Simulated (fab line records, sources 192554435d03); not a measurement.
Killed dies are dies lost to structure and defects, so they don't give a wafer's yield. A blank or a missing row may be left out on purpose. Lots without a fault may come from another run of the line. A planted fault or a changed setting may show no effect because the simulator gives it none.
Chamber matching | flow n5_finfet | N5_ILD0_CMP_07 on cmp-01: 4 sister chambers
The step polishes SiO2 flowable, stops on poly-Si, t overpolish 1.18 s, target thk 138.88 nm. 16 wafers are shown with their chamber, then 8 later ones without.

WAFERS WITH THEIR CHAMBER
wafer  | chamber | motor_current_A (A) | slurry_filter_dp_kPa (kPa) | head_pressure_psi (psi)
L077.1 | 3       | 11.1                | 13.55                      | 4.151
L077.3 | 1       | 14.9                | 13.40                      | 4.158
L077.5 | 3       | 11.5                | 13.52                      | 4.146
L082.2 | 3       | 11.6                | 13.52                      | 4.131
L082.4 | 2       | 13.0                | 13.70                      | 4.160
L082.6 | 2       | 12.4                | 13.52                      | 4.156
L083.2 | 0       | 11.1                | 13.57                      | 4.134
L083.4 | 2       | 12.8                | 13.41                      | 4.123
L083.5 | 0       | 11.1                | 13.42                      | 4.146
L084.1 | 2       | 13.1                | 13.55                      | 4.136
L084.3 | 0       | 11.3                | 13.37                      | 4.161
L084.4 | 1       | 14.6                | 13.41                      | 4.161
L091.2 | 2       | 13.3                | 13.52                      | 4.154
L091.4 | 1       | 15.3                | 13.45                      | 4.147
L091.6 | 2       | 13.5                | 13.32                      | 4.151
L093.3 | 2       | 13.1                | 13.52                      | 4.145

SIGNATURES (means of the wafers above)
reading              | chamber 0 | chamber 1 | chamber 2 | chamber 3 | scatter within a chamber
motor_current_A      | 11.167    | 14.933    | 13.029    | 11.400    | 0.312
slurry_filter_dp_kPa | 13.4533   | 13.4200   | 13.5057   | 13.5300   | 0.0947
head_pressure_psi    | 4.14700   | 4.15533   | 4.14643   | 4.14267   | 0.0119
Rule: a wafer's distance from a chamber is the root of the sum, over the readings, of the square of ((its reading less the chamber's mean) divided by the reading's scatter). The wafer belongs to the nearest chamber; if the next one is less than 2 further off, it can't be placed. The scatter: the root of (the sum of the squares of (reading less its chamber's mean) over the shown wafers, divided by (wafers less chambers)).

WAFERS WITHOUT THEIR CHAMBER
wafer  | motor_current_A (A) | slurry_filter_dp_kPa (kPa) | head_pressure_psi (psi)
L093.4 | 14.6                | 13.44                      | 4.150
L093.5 | 11.8                | 13.59                      | 4.154
L095.1 | 10.9                | 13.54                      | 4.155
L095.5 | 14.4                | 13.41                      | 4.143
L095.6 | 12.7                | 13.36                      | 4.137
L097.1 | 11.6                | 13.49                      | 4.137
L097.4 | 14.1                | 13.59                      | 4.141
L097.5 | 11.1                | 13.50                      | 4.150

WHICH CHAMBER EACH WENT THROUGH
wafer  | from the rows above     | in truth
L093.4 | 1                       | 1
L093.5 | can't be placed: 3 or 0 | 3
L095.1 | can't be placed: 0 or 3 | 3
L095.5 | 1                       | 1
L095.6 | 2                       | 2
L097.1 | can't be placed: 3 or 0 | 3
L097.4 | can't be placed: 1 or 2 | 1
L097.5 | can't be placed: 0 or 3 | 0
Placed correctly: 3 of 8. Can't be placed from these rows: 5 (the true chamber is among the candidates in 5). Placed wrongly: 0.
